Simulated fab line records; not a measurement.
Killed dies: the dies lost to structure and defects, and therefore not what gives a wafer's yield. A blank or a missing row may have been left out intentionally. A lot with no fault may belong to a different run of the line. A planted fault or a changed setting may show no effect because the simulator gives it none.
Which tool was responsible? :: flow nand-harc :: 36 wafers from 12 lots sampled at 6 of the route's 1159 steps

== WHAT THE GAUGES SHOWED, per wafer ==
NHARC_P_START_INSPECT_01.
lot: L534
measured: day 1 12:02
on: defect-inspect-01
raw-defect-count: 3 2 1

lot: L535
measured: day 1 18:02
on: defect-inspect-01
raw-defect-count: 3 3 1

lot: L537
measured: day 2 06:02
on: defect-inspect-02
raw-defect-count: 4 5 4

lot: L547
measured: day 4 18:02
on: defect-inspect-02
raw-defect-count: 4 5 2

lot: L549
measured: day 5 06:02
on: defect-inspect-01
raw-defect-count: 4 0 3

lot: L550
measured: day 5 12:03
on: defect-inspect-02
raw-defect-count: 5 3 5

lot: L551
measured: day 5 18:02
on: defect-inspect-02
raw-defect-count: 3 2 2

lot: L552
measured: day 6 00:02
on: defect-inspect-01
raw-defect-count: 4 5 1

lot: L554
measured: day 6 12:03
on: defect-inspect-01
raw-defect-count: 4 4 4

lot: L555
measured: day 6 18:02
on: defect-inspect-02
raw-defect-count: 2 5 4

lot: L556
measured: day 7 00:02
on: defect-inspect-02
raw-defect-count: 7 4 1

lot: L557
measured: day 7 06:02
on: defect-inspect-02
raw-defect-count: 0 2 6

NHARC_P_ZERO_WELL_CD_MEAS_52: target cd 2000 nm.
lot: L534
measured: day 1 17:52
on: cd-sem-01
cd-nm (nm): 1998.6 2001.4 1997.4

lot: L535
measured: day 1 23:54
on: cd-sem-01
cd-nm (nm): 1997.7 2000.9 1997.3

lot: L537
measured: day 2 11:47
on: cd-sem-02
cd-nm (nm): - - -

lot: L547
measured: day 4 23:55
on: cd-sem-01
cd-nm (nm): 1999.7 1999.1 1999.1

lot: L549
measured: day 5 11:53
on: cd-sem-01
cd-nm (nm): 2000.1 1998.6 2000.8

lot: L550
measured: day 5 17:48
on: cd-sem-01
cd-nm (nm): 1999.2 1999.7 1999.4

lot: L551
measured: day 6 00:12
on: cd-sem-02
cd-nm (nm): 1998.4 2001.0 2001.7

lot: L552
measured: day 6 05:54
on: cd-sem-03
cd-nm (nm): 2001.1 1997.8 1998.9

lot: L554
measured: day 6 17:42
on: cd-sem-02
cd-nm (nm): 1998.7 1998.1 2000.7

lot: L555
measured: day 7 00:01
on: cd-sem-02
cd-nm (nm): 2001.7 1997.6 1998.7

lot: L556
measured: day 7 05:51
on: cd-sem-02
cd-nm (nm): 2000.4 1999.6 1999.3

lot: L557
measured: day 7 12:01
on: cd-sem-01
cd-nm (nm): 1998.7 2001.8 1998.4

NHARC_P_STI_OCD_MEAS_43.
lot: L534
measured: day 2 15:07
on: ocd-02
trench-depth-nm (nm): 296 303 291
trench-foot-cd-nm (nm): 156.8 159.8 155.5

lot: L535
measured: day 2 15:11
on: ocd-01
trench-depth-nm (nm): 310 308 308
trench-foot-cd-nm (nm): 155.0 157.2 159.3

lot: L547
measured: day 5 21:38
on: ocd-01
trench-depth-nm (nm): 295 305 297
trench-foot-cd-nm (nm): 159.5 162.4 160.6

lot: L549
measured: day 6 06:34
on: ocd-01
trench-depth-nm (nm): 299 302 304
trench-foot-cd-nm (nm): 154.5 153.5 158.7

lot: L550
measured: day 6 12:22
on: ocd-01
trench-depth-nm (nm): 295 303 299
trench-foot-cd-nm (nm): 157.5 159.5 159.1

lot: L551
measured: day 6 22:50
on: ocd-01
trench-depth-nm (nm): 295 294 295
trench-foot-cd-nm (nm): 159.3 160.9 157.6

lot: L552
measured: day 6 22:40
on: ocd-02
trench-depth-nm (nm): 307 300 299
trench-foot-cd-nm (nm): 153.4 158.4 155.4

lot: L554
measured: day 7 13:17
on: ocd-02
trench-depth-nm (nm): 299 296 301
trench-foot-cd-nm (nm): 155.4 156.1 157.7

lot: L555
measured: day 7 23:34
on: ocd-02
trench-depth-nm (nm): 303 299 304
trench-foot-cd-nm (nm): 156.2 159.0 158.8

lot: L556
measured: day 7 23:23
on: ocd-01
trench-depth-nm (nm): 299 299 298
trench-foot-cd-nm (nm): 155.8 155.5 157.5

lot: L557
measured: day 8 07:56
on: ocd-02
trench-depth-nm (nm): 301 299 304
trench-foot-cd-nm (nm): 155.0 156.3 152.7

NHARC_END_SORT_01.
lot: L534
measured: day 20 11:44
on: prober-02
killed-at-array: 14 20 17
killed-at-other: 0 0 1
killed-at-periphery: 3 3 5
killed-dies: 17 23 23
killed-open: 3 5 2
killed-short: 1 5 1

lot: L537
measured: day 21 10:09
on: prober-01
killed-at-array: 29 40 23
killed-at-other: 0 0 0
killed-at-periphery: 648 637 654
killed-dies: 677 677 677
killed-open: 3 4 4
killed-short: 0 4 1

lot: L547
measured: day 23 06:19
on: prober-02
killed-at-array: 26 18 19
killed-at-other: 0 0 1
killed-at-periphery: 3 0 1
killed-dies: 29 18 21
killed-open: 3 2 3
killed-short: 4 1 1

lot: L549
measured: day 23 14:08
on: prober-02
killed-at-array: 38 39 42
killed-at-other: 0 0 0
killed-at-periphery: 1 4 7
killed-dies: 39 43 49
killed-open: 2 1 9
killed-short: 0 1 2

lot: L550
measured: day 23 08:43
on: prober-01
killed-at-array: 23 30 23
killed-at-other: 2 3 3
killed-at-periphery: 3 1 3
killed-dies: 28 34 29
killed-open: 5 2 5
killed-short: 1 1 1

lot: L551
measured: day 24 06:42
on: prober-01
killed-at-array: 15 12 6
killed-at-other: 0 0 2
killed-at-periphery: 2 2 1
killed-dies: 17 14 9
killed-open: 6 2 2
killed-short: 5 1 1

lot: L552
measured: day 24 09:04
on: prober-02
killed-at-array: 32 38 46
killed-at-other: 0 0 0
killed-at-periphery: 3 2 3
killed-dies: 35 40 49
killed-open: 2 5 3
killed-short: 3 1 2

lot: L554
measured: day 24 16:58
on: prober-01
killed-at-array: 37 39 35
killed-at-other: 0 0 0
killed-at-periphery: 1 1 4
killed-dies: 38 40 39
killed-open: 4 7 6
killed-short: 3 2 3

lot: L555
measured: day 24 22:14
on: prober-02
killed-at-array: 41 43 25
killed-at-other: 0 2 0
killed-at-periphery: 2 3 1
killed-dies: 43 48 26
killed-open: 3 2 2
killed-short: 2 2 1

== EACH LOT AND THE TOOL THAT RAN IT (in order: tool; ch and the chambers of the sampled wafers; start) ==
lot: L534
NHARC_P_ZERO_WELL_EXPOSE_49: krf-scanner-04 ch 0, day 1 17:42
NHARC_P_GATE_ETCH_32: rie-si-03 ch 0,1,3, day 5 00:05

lot: L535
NHARC_P_ZERO_WELL_EXPOSE_49: krf-scanner-02 ch 0, day 1 23:45
NHARC_P_GATE_ETCH_32: rie-si-04 ch 2,3, day 5 00:02

lot: L537
NHARC_P_ZERO_WELL_EXPOSE_49: krf-scanner-01 ch 0, day 2 11:38
NHARC_P_GATE_ETCH_32: -

lot: L547
NHARC_P_ZERO_WELL_EXPOSE_49: krf-scanner-01 ch 0, day 4 23:45
NHARC_P_GATE_ETCH_32: rie-si-06 ch 1,2,3, day 8 02:45

lot: L549
NHARC_P_ZERO_WELL_EXPOSE_49: krf-scanner-01 ch 0, day 5 11:43
NHARC_P_GATE_ETCH_32: rie-si-06 ch 0,1,3, day 8 12:05

lot: L550
NHARC_P_ZERO_WELL_EXPOSE_49: krf-scanner-01 ch 0, day 5 17:39
NHARC_P_GATE_ETCH_32: rie-si-06 ch 0,2,3, day 8 13:11

lot: L551
NHARC_P_ZERO_WELL_EXPOSE_49: krf-scanner-04 ch 0, day 6 00:02
NHARC_P_GATE_ETCH_32: rie-si-04 ch 2,3, day 9 07:25

lot: L552
NHARC_P_ZERO_WELL_EXPOSE_49: krf-scanner-01 ch 0, day 6 05:45
NHARC_P_GATE_ETCH_32: rie-si-03 ch 0,1,3, day 9 08:05

lot: L554
NHARC_P_ZERO_WELL_EXPOSE_49: krf-scanner-04 ch 0, day 6 17:34
NHARC_P_GATE_ETCH_32: rie-si-04 ch 1,2, day 9 15:09

lot: L555
NHARC_P_ZERO_WELL_EXPOSE_49: krf-scanner-01 ch 0, day 6 23:51
NHARC_P_GATE_ETCH_32: rie-si-04 ch 1,2,3, day 10 05:18

lot: L556
NHARC_P_ZERO_WELL_EXPOSE_49: krf-scanner-01 ch 0, day 7 05:42
NHARC_P_GATE_ETCH_32: rie-si-06 ch 0,1,3, day 10 05:02

lot: L557
NHARC_P_ZERO_WELL_EXPOSE_49: krf-scanner-02 ch 0, day 7 11:52
NHARC_P_GATE_ETCH_32: rie-si-03 ch 0,1,3, day 10 12:19
- NHARC_P_ZERO_WELL_EXPOSE_49: exposes mask P HVPW, target cd 2000 nm.
- NHARC_P_GATE_ETCH_32: etches the open film in HBr/Cl2, target depth 150 nm, time 100.1 s.

== AS READ BY THE TOOLS THEMSELVES (means over the sampled wafers that have a number; for cases with no such wafer, the mark the record gives instead) ==
NHARC_P_ZERO_WELL_EXPOSE_49.
lot: L534
tool: krf-scanner-04
reticle-temp-C (C): 22.98

lot: L535
tool: krf-scanner-02
reticle-temp-C (C): 23.10

lot: L537
tool: krf-scanner-01
reticle-temp-C (C): 22.99

lot: L547
tool: krf-scanner-01
reticle-temp-C (C): 23.05

lot: L549
tool: krf-scanner-01
reticle-temp-C (C): 22.93

lot: L550
tool: krf-scanner-01
reticle-temp-C (C): 22.94

lot: L551
tool: krf-scanner-04
reticle-temp-C (C): 23.02

lot: L552
tool: krf-scanner-01
reticle-temp-C (C): 22.97

lot: L554
tool: krf-scanner-04
reticle-temp-C (C): 22.94

lot: L555
tool: krf-scanner-01
reticle-temp-C (C): 23.02

lot: L556
tool: krf-scanner-01
reticle-temp-C (C): 23.12

lot: L557
tool: krf-scanner-02
reticle-temp-C (C): 22.90

NHARC_P_GATE_ETCH_32.
lot: L534
tool: rie-si-03
chamber-pressure-mTorr (mTorr): 15.000
drypump-motor-current-A (A): 5.7
oes-product-au (a.u.): 1.016
throttle-valve-pct (%): 26.402

lot: L535
tool: rie-si-04
chamber-pressure-mTorr (mTorr): 15.009
drypump-motor-current-A (A): 6.0
oes-product-au (a.u.): 0.995
throttle-valve-pct (%): 26.407

lot: L547
tool: rie-si-06
chamber-pressure-mTorr (mTorr): 15.001
drypump-motor-current-A (A): 5.5
oes-product-au (a.u.): 1.001
throttle-valve-pct (%): 26.402

lot: L549
tool: rie-si-06
chamber-pressure-mTorr (mTorr): 14.997
drypump-motor-current-A (A): 5.9
oes-product-au (a.u.): 1.000
throttle-valve-pct (%): 26.398

lot: L550
tool: rie-si-06
chamber-pressure-mTorr (mTorr): 14.997
drypump-motor-current-A (A): 5.9
oes-product-au (a.u.): 0.996
throttle-valve-pct (%): 26.407

lot: L551
tool: rie-si-04
chamber-pressure-mTorr (mTorr): 15.004
drypump-motor-current-A (A): 6.2
oes-product-au (a.u.): 1.003
throttle-valve-pct (%): 26.411

lot: L552
tool: rie-si-03
chamber-pressure-mTorr (mTorr): 15.007
drypump-motor-current-A (A): 5.7
oes-product-au (a.u.): 1.007
throttle-valve-pct (%): 26.403

lot: L554
tool: rie-si-04
chamber-pressure-mTorr (mTorr): 15.003
drypump-motor-current-A (A): 6.2
oes-product-au (a.u.): 1.013
throttle-valve-pct (%): 26.410

lot: L555
tool: rie-si-04
chamber-pressure-mTorr (mTorr): 14.994
drypump-motor-current-A (A): 5.9
oes-product-au (a.u.): 1.011
throttle-valve-pct (%): 26.408

lot: L556
tool: rie-si-06
chamber-pressure-mTorr (mTorr): 14.992
drypump-motor-current-A (A): 5.9
oes-product-au (a.u.): 0.993
throttle-valve-pct (%): 26.404

lot: L557
tool: rie-si-03
chamber-pressure-mTorr (mTorr): 14.997
drypump-motor-current-A (A): 5.7
oes-product-au (a.u.): 0.997
throttle-valve-pct (%): 26.409

== THE ANSWER, worked out from the rows above alone ==
Rule: the usual values come from the lots themselves. Put in order of their means at a reading, lots are off if they are a third of the lots or fewer, leave a main group of 4 or more, and stand apart from it by a gap of 3 or more times the standard deviation of the main group's means; of several such gaps the widest counts. If all means in a main group match to the digits the tables above print for the reading, that group is not used. A lot without any number at a reading at which 4 lots or more have one is off too. Any other lot the step has rows for is counted as sound. Order of review: gauges by route order, followed by the tools' own readings, for which a lot's mean as printed above is used. At the first step where some lot is off, the reading lying furthest off is the one used; lots without a number count as furthest.
Off, at NHARC_P_ZERO_WELL_CD_MEAS_52 on cd-nm: L537. Without a number there: L537. The main group has a mean of 1999.4 nm with a standard deviation of 0.43.
If a tool, at a process step before that reading, ran all the lots that are off and no sound lot after the first of them, it fits. Not tried: the gauges at NHARC_P_ZERO_WELL_CD_MEAS_52; whatever is off there is also off at NHARC_END_SORT_01, on other tools, and gauge error can't account for it. Not one of the candidates tried fits.

== WHAT WAS PUT IN BY THE SIMULATOR ==
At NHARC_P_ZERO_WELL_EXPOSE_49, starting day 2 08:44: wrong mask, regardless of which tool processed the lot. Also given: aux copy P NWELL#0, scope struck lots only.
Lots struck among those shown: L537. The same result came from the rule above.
